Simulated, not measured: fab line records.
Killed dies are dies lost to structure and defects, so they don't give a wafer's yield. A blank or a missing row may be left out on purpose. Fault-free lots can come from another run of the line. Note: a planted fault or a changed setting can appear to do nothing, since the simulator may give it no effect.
Matching of chambers :: flow n5_finfet :: N5_BEOL_M3_ETCHBACK_99 on rie_diel-01: 4 sister chambers
The step etches SiO2 in CHF3, target depth 5 nm, time 10.4 s. 8 wafers are shown with their chamber, then 12 later ones without.

== WAFERS, EACH WITH ITS CHAMBER ==
wafer: L087.2
chamber: 1
drypump_motor_current_A (A): 5.6
rf_vpp_V (V): 243

wafer: L087.6
chamber: 0
drypump_motor_current_A (A): 5.4
rf_vpp_V (V): 239

wafer: L088.2
chamber: 2
drypump_motor_current_A (A): 5.7
rf_vpp_V (V): 243

wafer: L088.5
chamber: 0
drypump_motor_current_A (A): 5.4
rf_vpp_V (V): 238

wafer: L088.6
chamber: 3
drypump_motor_current_A (A): 6.0
rf_vpp_V (V): 237

wafer: L091.1
chamber: 3
drypump_motor_current_A (A): 6.1
rf_vpp_V (V): 235

wafer: L091.2
chamber: 2
drypump_motor_current_A (A): 5.7
rf_vpp_V (V): 243

wafer: L091.3
chamber: 1
drypump_motor_current_A (A): 5.6
rf_vpp_V (V): 241

== WAFERS WHOSE CHAMBER IS MISSING ==
wafer: L092.1
drypump_motor_current_A (A): 5.7
rf_vpp_V (V): 244

wafer: L092.2
drypump_motor_current_A (A): 5.4
rf_vpp_V (V): 238

wafer: L092.5
drypump_motor_current_A (A): 6.1
rf_vpp_V (V): 235

wafer: L089.1
drypump_motor_current_A (A): 6.1
rf_vpp_V (V): 235

wafer: L089.2
drypump_motor_current_A (A): 5.7
rf_vpp_V (V): 244

wafer: L089.3
drypump_motor_current_A (A): 5.6
rf_vpp_V (V): 242

wafer: L095.4
drypump_motor_current_A (A): 5.7
rf_vpp_V (V): 242

wafer: L095.5
drypump_motor_current_A (A): 5.4
rf_vpp_V (V): 238

wafer: L095.6
drypump_motor_current_A (A): 5.6
rf_vpp_V (V): 241

wafer: L097.3
drypump_motor_current_A (A): 5.6
rf_vpp_V (V): 244

wafer: L097.4
drypump_motor_current_A (A): 5.4
rf_vpp_V (V): 238

wafer: L097.5
drypump_motor_current_A (A): 6.0
rf_vpp_V (V): 236

== WHICH CHAMBER EACH ONE RAN IN ==
wafer: L092.1
from the rows above: 2
in truth: 2

wafer: L092.2
from the rows above: 0
in truth: 0

wafer: L092.5
from the rows above: 3
in truth: 3

wafer: L089.1
from the rows above: 3
in truth: 3

wafer: L089.2
from the rows above: 2
in truth: 2

wafer: L089.3
from the rows above: 1
in truth: 1

wafer: L095.4
from the rows above: can't be placed: 2 or 1
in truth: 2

wafer: L095.5
from the rows above: 0
in truth: 0

wafer: L095.6
from the rows above: 1
in truth: 1

wafer: L097.3
from the rows above: can't be placed: 1 or 2
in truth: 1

wafer: L097.4
from the rows above: 0
in truth: 0

wafer: L097.5
from the rows above: 3
in truth: 3
Placed correctly: 10 of 12. Cannot be placed on the basis of these rows: 2; the candidates contain the true chamber in 2. Number placed wrongly: 0.
How it was worked out, from the rows above alone: a wafer's distance from a chamber is the root of the sum, over the readings, of the square of ((its reading less the chamber's mean) divided by the reading's scatter). The wafer belongs to the nearest chamber; if the next one is less than 2 further off, it can't be placed. Each chamber's mean is taken over the wafers shown for it. The scatter is the square root of a quotient: the sum, over the shown wafers, of each reading's squared deviation from its chamber's mean, divided by wafers minus chambers.
